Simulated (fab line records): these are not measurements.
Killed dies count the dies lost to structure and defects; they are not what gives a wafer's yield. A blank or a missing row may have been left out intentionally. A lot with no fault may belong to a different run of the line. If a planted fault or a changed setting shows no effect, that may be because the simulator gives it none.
Problem report in the 8D (eight disciplines) form, filled by code	flow nand harc	the parts of the form that need people (team, actions taken, sign-off) are left out

== 1. WHAT WENT WRONG ==
Mean of thk nm at NHARC_A_ONON_D2_THK_MEAS_05: 574 nm across 3 wafers in 2 lots; on wafers with no fault it is 1005 nm (standard deviation 8.2). That is -53 standard deviations from the usual mean.
The step: measures by ellipsometry.
Seen first at day 15 07:43 on film metro-01, wafer L275.2. The record has a number at this step for 38 wafers belonging to 13 lots. Rule for "out", or "out of limits": more than 4 standard deviations from the usual mean. The rest of the wafers with a number are treated as sound.

== 2. WHAT THIS IS AND IS NOT ==
question	is	is not
which readings at this step	thk nm	-
which lots	L275, L278	L270, L271, L284, L285, L287, L288, L289, L290, L291, L292, L293
which wafers of those lots	L275.2, L278.2, L278.6	L275.5, L278.1
read on which gauges	film metro-01, film metro-02	-
when	from day 15 07:43	up to then (7 sound wafers); but 28 sound wafers of L278, L284, L285, L287, L288, L289, L290, L291, L292, L293 came after

== 3. WHAT RULES OUT EACH SUSPECT ==
Counting: a tool at a process step up to the reading stays a suspect if it ran every lot that is out. Sound lots after the first of them don't rule it out here, since some wafers of a struck lot are sound.
- ruled out: the gauge at NHARC_A_ONON_D2_THK_MEAS_05. Those wafers that are out were read across 2 gauges (film metro-01, film metro-02).
- pecvd onon-04 at NHARC_A_ONON_D2_DEP_03 (target thk 1000 nm): kept. It processed each lot that is out (first: L275, day 15 07:16); up to then, its last sound lot is L271 (day 12 13:03).
The count leaves pecvd onon-04 at NHARC_A_ONON_D2_DEP_03.

== 4. THE CAUSE (what the simulator had put in) ==
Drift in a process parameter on pecvd onon-04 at NHARC_A_ONON_D2_DEP_03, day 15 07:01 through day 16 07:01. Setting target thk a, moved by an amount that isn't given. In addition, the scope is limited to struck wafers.
This tool alone remained once counting was done.

== 5. THE CHAIN OF EFFECTS, in route order ==
Each row: a reading whose mean over the struck wafers that have a number lies more than 3 standard deviations from the usual. Readings are gone through only where the record gives a usual standard deviation; hours: the median, over the lots, of the time from a lot's start at the first step in this table giving one to that lot's start at this step; sigmas: the change measured in usual standard deviations.
hours	step	reading	usual	on struck wafers	change	sigmas
0	NHARC_A_ONON_D2_THK_MEAS_05	thk nm	1005 nm	574	-431	-53
288	NHARC_END_SORT_01	killed at array	62	674	+612	+28
288	NHARC_END_SORT_01	killed dies	67	677	+610	+27

== 6. WHAT WOULD HAVE CAUGHT IT SOONER ==
In this record the first reading out of limits at a measuring or inspecting step was taken at day 15 07:43, 1 hour after the fault began at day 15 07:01.
Of the tool readings at NHARC_A_ONON_D2_DEP_03 for which the record gives a usual standard deviation, none was out on any struck wafer, so an alarm limit of 4 standard deviations on them would not have fired.
Among the 2 lots that are out, L278 began NHARC_A_ONON_D2_DEP_03 on pecvd onon-04 after day 15 07:43. Holding the tool at that time would have saved it.
